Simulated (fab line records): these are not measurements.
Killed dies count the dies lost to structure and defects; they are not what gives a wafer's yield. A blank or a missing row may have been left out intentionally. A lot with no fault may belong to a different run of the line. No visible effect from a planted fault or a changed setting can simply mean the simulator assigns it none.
Check for tools in common | flow n5Finfet | Sample size 10 lots and 27 wafers

## REASON IT WAS OPENED
2 of 10 lots carry a flag on the reading CJ_P at N5_BEOL_M4_RC_MEAS_101. No-fault wafers: 5.82, standard deviation 0.23.
Rule: a lot is flagged in two cases, either no wafer of it has a number, or all its wafers with numbers fall more than 4 standard deviations from that mean. The rest of the lots are taken to be sound.

lot  | measured     | on        | CJ_P, wafer by wafer | flag
L363 | day 8 17:50  | prober-01 | 5.71 5.69 5.57       | 
L367 | day 9 01:02  | prober-01 | 5.98 5.48            | 
L366 | day 9 16:39  | prober-01 | 6.02 5.94            | 
L368 | day 9 17:25  | prober-02 | 5.57 5.35 5.78       | 
L371 | day 10 21:35 | prober-01 | 5.87 5.49 6.18       | 
L370 | day 10 22:04 | prober-02 | 6.02 5.71 5.95       | 
L372 | day 11 09:53 | prober-01 | 5.82 5.93 5.78       | 
L374 | day 12 10:33 | prober-02 | 6.00 6.18            | 
L377 | day 12 18:41 | prober-02 | 3.19 3.87 3.87       | FLAGGED
L376 | day 13 01:29 | prober-01 | 3.39 3.68 3.51       | FLAGGED
The mean of the flagged lots' numbers is 3.58, -2.24 from the usual (-10 standard deviations).

## LOT BY LOT: THE TOOL USED
The record holds 3 process steps before the reading, out of a route of 1938 steps. Cell contents, in order: the tool; ch with the chambers the sampled wafers went through; the start.
lot  | flag    | N5_SD_EPI_P_SD_RECESS_17       | N5_BEOL_M4_ETCH_41                           | N5_BEOL_M4_SURFACE_TREAT_85
L363 |         | rieSi-06 ch 0,1,2, day 3 09:09 | rieDiel-04 ch 1,3, day 8 13:19 or earlier    | pvdSputter-02, day 8 14:28
L367 |         | rieSi-01 ch 3, day 4 05:51     | rieDiel-01 ch 1, day 8 20:08 or earlier      | pvdSputter-01, day 8 20:57
L366 |         | rieSi-01 ch 1,3, day 4 02:58   | rieDiel-01 ch 1,2, day 9 12:05 or earlier    | pvdSputter-03, day 9 13:29
L368 |         | rieSi-01 ch 0,1,2, day 4 14:16 | rieDiel-03 ch 1,2, day 9 12:57 or earlier    | pvdSputter-03, day 9 13:46
L371 |         | rieSi-06 ch 0,1,3, day 5 10:11 | rieDiel-01 ch 1,3, day 10 17:10 or earlier   | pvdSputter-03, day 10 18:18
L370 |         | rieSi-06 ch 2,3, day 5 02:05   | rieDiel-01 ch 0,2,3, day 10 17:44 or earlier | pvdSputter-01, day 10 18:32
L372 |         | rieSi-02 ch 0,2, day 5 14:30   | rieDiel-01 ch 1,2, day 11 06:11 or earlier   | pvdSputter-01, day 11 06:38
L374 |         | rieSi-06 ch 0,1, day 6 02:29   | rieDiel-04 ch 0,3, day 12 06:52 or earlier   | pvdSputter-02, day 12 07:19
L377 | FLAGGED | rieSi-06 ch 1,2,3, day 6 21:06 | rieDiel-01 ch 1,2, day 12 14:35 or earlier   | pvdSputter-03, day 12 15:13
L376 | FLAGGED | rieSi-06 ch 1,2, day 6 15:18   | rieDiel-04 ch 0,1, day 12 21:15 or earlier   | pvdSputter-03, day 12 22:14
What these steps do:
- N5_SD_EPI_P_SD_RECESS_17: chemistry HBr/Cl2/O2, target depth 39.1 nm, bt time 3 s.
- N5_BEOL_M4_ETCH_41: etches SiCN in CH3F/O2, target depth 29.9 nm, time 52.5 s.
- N5_BEOL_M4_SURFACE_TREAT_85
- N5_BEOL_M4_RC_MEAS_101

## FLAGGED AGAINST TOTAL, ONE TOOL AT A TIME (gauges that did the reading follow at the end)
step                        | tool          | lots run | flagged | share of the flagged lots | sound lots run after its first flagged lot
N5_SD_EPI_P_SD_RECESS_17    | rieSi-01      | 3        | 0       | none                      | -
N5_SD_EPI_P_SD_RECESS_17    | rieSi-02      | 1        | 0       | none                      | -
N5_SD_EPI_P_SD_RECESS_17    | rieSi-06      | 6        | 2       | all                       | 0
N5_BEOL_M4_ETCH_41          | rieDiel-01    | 6        | 1       | some                      | 0
N5_BEOL_M4_ETCH_41          | rieDiel-03    | 1        | 0       | none                      | -
N5_BEOL_M4_ETCH_41          | rieDiel-04    | 3        | 1       | some                      | 0
N5_BEOL_M4_SURFACE_TREAT_85 | pvdSputter-01 | 3        | 0       | none                      | -
N5_BEOL_M4_SURFACE_TREAT_85 | pvdSputter-02 | 2        | 0       | none                      | -
N5_BEOL_M4_SURFACE_TREAT_85 | pvdSputter-03 | 5        | 2       | all                       | 0
N5_BEOL_M4_RC_MEAS_101      | prober-01     | 6        | 1       | some                      | 0
N5_BEOL_M4_RC_MEAS_101      | prober-02     | 4        | 1       | some                      | 0
N5_BEOL_M4_ETCH_41 gives no start for some lots, so the hours and the order of its lots are those of N5_BEOL_M4_CD_MEAS_35.

## WHAT THE TABLE PERMITS
Rows of the table that ran all the flagged lots, 2 in number: rieSi-06 at N5_SD_EPI_P_SD_RECESS_17; pvdSputter-03 at N5_BEOL_M4_SURFACE_TREAT_85.
- rieSi-06 at N5_SD_EPI_P_SD_RECESS_17 ran 6 lots, 2 of them flagged. A fault beginning between L374 (day 6 02:29), its last sound lot, and L376 (day 6 15:18), its first flagged one, fits the data.
- pvdSputter-03 at N5_BEOL_M4_SURFACE_TREAT_85 ran 5 lots, 2 of them flagged. A fault beginning between L371 (day 10 18:18), its last sound lot, and L377 (day 12 15:13), its first flagged one, fits the data.
Counting lots can't tell these 2 tools apart, because each fits a fault that began at some hour. More lots, or a look at what each step does to the wafer, might.

## WHAT THE SIMULATOR PUT IN
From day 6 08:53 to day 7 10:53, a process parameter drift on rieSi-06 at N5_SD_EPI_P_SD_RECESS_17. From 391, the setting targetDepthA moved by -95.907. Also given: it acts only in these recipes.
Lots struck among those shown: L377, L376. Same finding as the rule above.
